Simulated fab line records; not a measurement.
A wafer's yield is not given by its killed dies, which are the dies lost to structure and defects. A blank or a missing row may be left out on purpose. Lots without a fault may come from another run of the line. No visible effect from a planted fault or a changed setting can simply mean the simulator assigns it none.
Matching of chambers | flow n5_finfet | N5_BEOL_M5_ETCH_61 on rie_diel-02: 4 sister chambers
The step etches SiARC in CF4, target depth 15.6 nm, time 26 s. 14 wafers are shown with their chamber, then 7 later ones without.

WAFERS WITH THEIR CHAMBER
wafer  | chamber | showerhead_plenum_p_Torr (Torr) | throttle_valve_pct (%) | oes_product_au (a.u.)
L075.2 | 1       | 2.09                            | 15.19                  | 0.76
L075.3 | 3       | 2.14                            | 15.66                  | 0.62
L075.5 | 1       | 2.09                            | 15.20                  | 0.75
L077.4 | 1       | 2.09                            | 15.19                  | 0.75
L077.5 | 2       | 2.12                            | 15.62                  | 0.59
L077.6 | 3       | 2.14                            | 15.67                  | 0.62
L078.2 | 0       | 1.98                            | 15.75                  | 0.66
L078.3 | 3       | 2.14                            | 15.69                  | 0.62
L078.6 | 3       | 2.14                            | 15.67                  | 0.62
L080.2 | 3       | 2.13                            | 15.66                  | 0.62
L080.4 | 2       | 2.12                            | 15.63                  | 0.58
L080.5 | 3       | 2.14                            | 15.68                  | 0.62
L081.2 | 3       | 2.13                            | 15.68                  | 0.61
L081.5 | 0       | 1.98                            | 15.75                  | 0.66

SIGNATURES (means of the wafers above)
reading                  | chamber 0 | chamber 1 | chamber 2 | chamber 3 | scatter within a chamber
showerhead_plenum_p_Torr | 1.9800    | 2.0900    | 2.1200    | 2.1371    | 0.00378
throttle_valve_pct       | 15.7500   | 15.1933   | 15.6250   | 15.6729   | 0.00927
oes_product_au           | 0.6600    | 0.7533    | 0.5850    | 0.6186    | 0.0045
Rule: a wafer lies at a distance from a chamber equal to the root of the sum of squares, over the readings, of (its reading less the chamber's mean, divided by the reading's scatter). If the next closest chamber is less than 2 further off than the closest, the wafer can't be placed; otherwise it belongs to the closest. How the scatter is found: for the shown wafers, subtract from each reading the mean of its chamber, square and add these, divide the total by (wafers less chambers), then take the root.

WAFERS WITH NO CHAMBER GIVEN
wafer  | showerhead_plenum_p_Torr (Torr) | throttle_valve_pct (%) | oes_product_au (a.u.)
L081.6 | 2.13                            | 15.69                  | 0.62
L095.2 | 1.97                            | 15.80                  | 0.64
L095.4 | 2.08                            | 15.28                  | 0.71
L095.5 | 2.08                            | 15.26                  | 0.70
L096.3 | 2.11                            | 15.23                  | 0.82
L096.4 | 2.12                            | 15.75                  | 0.59
L096.6 | 2.11                            | 15.23                  | 0.82

THE CHAMBER EACH PASSED THROUGH
wafer  | from the rows above | in truth
L081.6 | 3                   | 3
L095.2 | 0                   | 0
L095.4 | 1                   | 1
L095.5 | 1                   | 1
L096.3 | 1                   | 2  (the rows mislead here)
L096.4 | 3                   | 3
L096.6 | 1                   | 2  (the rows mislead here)
Placed correctly: 5 of 7. Not placeable from these rows: 0. Number placed wrongly: 2.
